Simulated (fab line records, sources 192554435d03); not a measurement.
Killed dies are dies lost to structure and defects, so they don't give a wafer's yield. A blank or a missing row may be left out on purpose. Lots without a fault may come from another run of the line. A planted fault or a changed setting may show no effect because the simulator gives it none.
Split-lot experiment | flow n5_finfet | 7 lots, 39 wafers read, on a route of 1938 steps

THE SPLIT
At N5_FIN_SAQP_FIN_ETCH_36 (etches the open film in HBr/Cl2/O2, target depth 120 nm, time 50.4 s), the setting icp_w was moved away from the recipe's 800 W on 18 of the 39 wafers read, by -7.2% to +19.0%. The other wafers ran this setting at the recipe's value.

FROM THE SPLIT TO THE READING: what the file shows between them, 3 steps
- N5_FIN_SAQP_PRECLEAN_38: cleans in O3/DIW, time 45 s
- N5_FIN_SAQP_PRECLEAN_45: cleans in dHF, time 10 s
- N5_FIN_SAQP_SRD_39: time 30 s

THE READING
trench_depth_nm, in nm, at N5_FIN_SAQP_OCD_MEAS_76. Fault-free wafers of this fab line usually give 120.5 nm, standard deviation 1.5 nm.

wafer  | tool, chamber at the split | icp_w as run, W | against the recipe | trench_depth_nm, nm | against lot-mates on the recipe
L074.1 | rie_si-02, 3               | 800             | recipe             | 121.3               | -
L074.2 | rie_si-02, 0               | 756.4           | -5.4%              | 117.6               | -4.1
L074.3 | rie_si-02, 2               | 756.4           | -5.4%              | 117.7               | -4.0
L074.4 | rie_si-02, 1               | 800             | recipe             | 122.7               | -
L074.5 | rie_si-02, 3               | 756.4           | -5.4%              | 118.0               | -3.7
L074.6 | rie_si-02, 0               | 800             | recipe             | 121.2               | -
L075.1 | rie_si-04, 0               | 800             | recipe             | 118.5               | -
L075.3 | rie_si-04, 1               | 800             | recipe             | 121.3               | -
L075.5 | rie_si-04, 0               | 800             | recipe             | 118.8               | -
L079.1 | rie_si-06, 3               | 935.6           | +16.9%             | 129.2               | +7.6
L079.2 | rie_si-06, 0               | 800             | recipe             | 119.9               | -
L079.3 | rie_si-06, 2               | 800             | recipe             | 121.7               | -
L079.4 | rie_si-06, 1               | 935.6           | +16.9%             | 129.0               | +7.4
L079.5 | rie_si-06, 2               | 800             | recipe             | 123.1               | -
L079.6 | rie_si-06, 1               | 935.6           | +16.9%             | 129.4               | +7.8
L080.1 | rie_si-02, 1               | 800             | recipe             | 122.5               | -
L080.2 | rie_si-02, 0               | 871.5           | +8.9%              | 126.7               | +5.4
L080.3 | rie_si-02, 2               | 800             | recipe             | 120.9               | -
L080.4 | rie_si-02, 3               | 871.5           | +8.9%              | 126.8               | +5.5
L080.5 | rie_si-02, 2               | 800             | recipe             | 120.6               | -
L080.6 | rie_si-02, 3               | 871.5           | +8.9%              | 126.5               | +5.2
L081.1 | rie_si-06, 2               | 742.2           | -7.2%              | 116.7               | -4.1
L081.2 | rie_si-06, 3               | 800             | recipe             | 120.5               | -
L081.3 | rie_si-06, 0               | 742.2           | -7.2%              | 116.3               | -4.5
L081.4 | rie_si-06, 1               | 742.2           | -7.2%              | 117.0               | -3.8
L081.5 | rie_si-06, 1               | 800             | recipe             | 120.7               | -
L081.6 | rie_si-06, 2               | 800             | recipe             | 121.1               | -
L086.1 | rie_si-02, 3               | 951.9           | +19.0%             | 131.8               | +9.9
L086.2 | rie_si-02, 0               | 800             | recipe             | 120.7               | -
L086.3 | rie_si-02, 1               | 800             | recipe             | 123.5               | -
L086.4 | rie_si-02, 3               | 951.9           | +19.0%             | 131.7               | +9.8
L086.5 | rie_si-02, 1               | 951.9           | +19.0%             | 133.4               | +11.5
L086.6 | rie_si-02, 0               | 800             | recipe             | 121.4               | -
L089.1 | rie_si-02, 2               | 800             | recipe             | 119.1               | -
L089.2 | rie_si-02, 3               | 874.9           | +9.4%              | 127.0               | +6.7
L089.3 | rie_si-02, 0               | 800             | recipe             | 121.2               | -
L089.4 | rie_si-02, 0               | 800             | recipe             | 120.5               | -
L089.5 | rie_si-02, 3               | 874.9           | +9.4%              | 127.5               | +7.2
L089.6 | rie_si-02, 2               | 874.9           | +9.4%              | 125.2               | +4.9

THE FIT
A straight line over all 39 wafers: trench_depth_nm changes by +0.564 nm for each +1% of icp_w; r = +0.97; the points scatter about the line by 1.1 nm.
The same after taking each lot's own level away (the mean of its wafers on the recipe; 39 wafers): +0.545 nm for each +1%; r = +0.97; scatter 1.1 nm.
On that fit, the largest move of icp_w shifts the reading by 10 nm.
The lots' own levels span 119.53 to 121.87 nm, that is 1.6 times the standard deviation above.
So the lot-to-lot level changes the slope little: the two slopes agree.
Check: with one of the wafers moved furthest among these (+19.0%) left out of the fit, the line predicts +10.3 nm for it against its lot-mates. It came out at +9.93 nm against them.

OTHER SPLITS ON THESE WAFERS
These wafers also went through other splits before the reading. Each is held against what the fit with the lots' levels taken away leaves over:
other split on the same wafers | wafers away from the commonest value | r with trench_depth_nm (lot level and that fit taken away)
N5_FIN_SAQP_HM_DEP_72 time_s   | 15                                   | -0.12

THE WHOLE CHAIN: every reading that the file lists as answering this split, in the file's order
step                    | what it does                                                         | reading                                                                    | change (the file's fit)               | r (the file's)
N5_FIN_SAQP_FIN_ETCH_36 | etches the open film in HBr/Cl2/O2, target depth 120 nm, time 50.4 s | FIN_SAQP.feature_depth_nm (the simulator's own value, which no gauge read) | +0.545 nm for each +1% of the setting | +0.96
N5_FIN_SAQP_FIN_ETCH_36 | etches the open film in HBr/Cl2/O2, target depth 120 nm, time 50.4 s | etch.depth_nm (the simulator's own value, which no gauge read)             | +0.545 nm for each +1% of the setting | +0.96
N5_FIN_SAQP_OCD_MEAS_76 |                                                                      | trench_depth_nm                                                            | +0.542 nm for each +1% of the setting | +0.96

THE FILE'S OWN FIT
trench_depth_nm changes by +0.542 nm for each +1% of icp_w, r = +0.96.
